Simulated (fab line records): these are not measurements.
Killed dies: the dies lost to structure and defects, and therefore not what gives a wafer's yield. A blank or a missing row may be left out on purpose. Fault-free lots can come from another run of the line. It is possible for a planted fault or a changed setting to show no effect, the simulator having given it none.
The same fault as seen by 3 desks / flow n5-finfet / numbers are kept per desk, each desk with only its own; the story behind them comes last

## THE DEFECT DESK
Per lot, the means of the sampled wafers with a number show what the inspections along the route counted. Any lot whose mean is over 4 standard deviations away from the usual mean is out of limits and marked OUT; that distance is given in the brackets.
Columns: A = raw-defect-count at N5_SD_EPI_P_INSPECT_26, usual 180
lot=L831; first seen here=day 3 13:47; A=181
lot=L832; first seen here=day 4 00:12; A=168
lot=L836; first seen here=day 5 00:47; A=173
lot=L839; first seen here=day 5 16:52; A=197
lot=L847; first seen here=day 7 16:50; A=1169 (+25) OUT
lot=L849; first seen here=day 8 05:20; A=179
lot=L848; first seen here=day 8 09:31; A=1274 (+28) OUT
lot=L851; first seen here=day 8 17:25; A=152
lot=L852; first seen here=day 8 21:24; A=150
lot=L853; first seen here=day 9 05:46; A=162
This desk finds L847, L848 out of limits, L847 being first, at day 7 16:50 (raw-defect-count at N5_SD_EPI_P_INSPECT_26). L831, L832, L836, L839, L849, L851, L852, L853: within limits.

## AT THE TOOL OWNER'S DESK: epi-rpcvd-01
The tool's own readings at N5_SD_EPI_P_PRECLEAN_51 (cleans in NF3:NH3, afs cycles 1, time 20 s, sublimation time 60 s): means of the sampled wafers that have a number, for each lot that ran on this tool. Any lot whose mean is over 4 standard deviations away from the usual mean is out of limits and marked OUT; that distance is given in the brackets.
Columns: A = sublimation-temp-c at N5_SD_EPI_P_PRECLEAN_51, usual 180.00 C
lot=L832; first seen here=day 3 20:40; A=179.97
lot=L839; first seen here=day 5 13:17; A=180.15
lot=L847; first seen here=day 7 14:10; A=180.06
lot=L848; first seen here=day 8 06:47; A=180.05
Finding of this desk: none of the 4 lots has anything out of limits.

## AT THE METROLOGY DESK
What the gauges read, lot by lot, whatever tool the lot ran on: means of the sampled wafers that have a number. Any lot whose mean is over 4 standard deviations away from the usual mean is out of limits and marked OUT; that distance is given in the brackets. Of its 13 readings 7 are shown: those that lie furthest out on some lot.
Columns: A = cd-nm at N5_SD_EPI_P_CD_MEAS_09, usual 239.8 nm; B = thk-nm at N5_SD_EPI_P_EPI_MEAS_23, usual 61.0 nm; C = DIBL_N at N5_BEOL_M4_RC_MEAS_101, usual 36.2 mV/V; D = DIBL_P at N5_BEOL_M4_RC_MEAS_101, usual 36.5 mV/V; E = ION_N at N5_BEOL_M4_RC_MEAS_101, usual 675 uA/um; F = ION_P at N5_BEOL_M4_RC_MEAS_101, usual 464 uA/um; G = VT_P at N5_BEOL_M4_RC_MEAS_101, usual -250 mV
lot=L831; first seen here=day 3 09:55; A=239.7; B=61.6; C=37.5; D=38.0; E=681; F=471; G=-247
lot=L832; first seen here=day 3 19:34; A=240.2; B=60.8; C=34.5; D=34.4; E=663; F=456; G=-254
lot=L836; first seen here=day 4 20:57; A=238.9; B=61.2; C=38.5; D=38.5; E=684; F=462; G=-251
lot=L839; first seen here=day 5 12:13; A=240.2; B=59.2; C=36.3; D=37.8; E=693; F=473; G=-249
lot=L847; first seen here=day 7 13:02; A=240.0; B=62.0; C=36.3; D=37.1; E=669; F=461; G=-252
lot=L849; first seen here=day 8 00:41; A=240.0; B=62.2; C=35.7; D=38.1; E=668; F=460; G=-251
lot=L848; first seen here=day 8 05:07; A=240.1; B=63.2; C=37.2; D=37.5; E=698; F=477; G=-248
lot=L851; first seen here=day 8 12:19; A=239.9; B=60.3; C=36.0; D=36.8; E=673; F=461; G=-252
lot=L852; first seen here=day 8 17:34; A=239.2; B=61.5; C=34.0; D=34.2; E=672; F=471; G=-249
lot=L853; first seen here=day 9 01:06; A=240.1; B=60.8; C=36.9; D=36.8; E=677; F=467; G=-248
Finding of this desk: none of the 10 lots has anything out of limits.

## ALL TOGETHER
The defect desk could have raised an alarm at day 7 16:50, on L847, L848.
The desk of the tool owner found nothing out of limits.
Nothing out of limits was seen by the metrology desk.
The tool owner's desk has L847, L848 on record, within its limits.
The metrology desk holds a record of L847, L848, inside its limits.
On epi-rpcvd-01, each named lot ran N5_SD_EPI_P_PRECLEAN_51.

## WHAT THE SIMULATOR PUT IN
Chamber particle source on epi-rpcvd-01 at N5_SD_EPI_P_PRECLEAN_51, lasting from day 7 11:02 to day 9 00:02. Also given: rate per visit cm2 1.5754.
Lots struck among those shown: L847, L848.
Hours from the fault's start to each desk's first reading out of limits: the defect desk, 6.
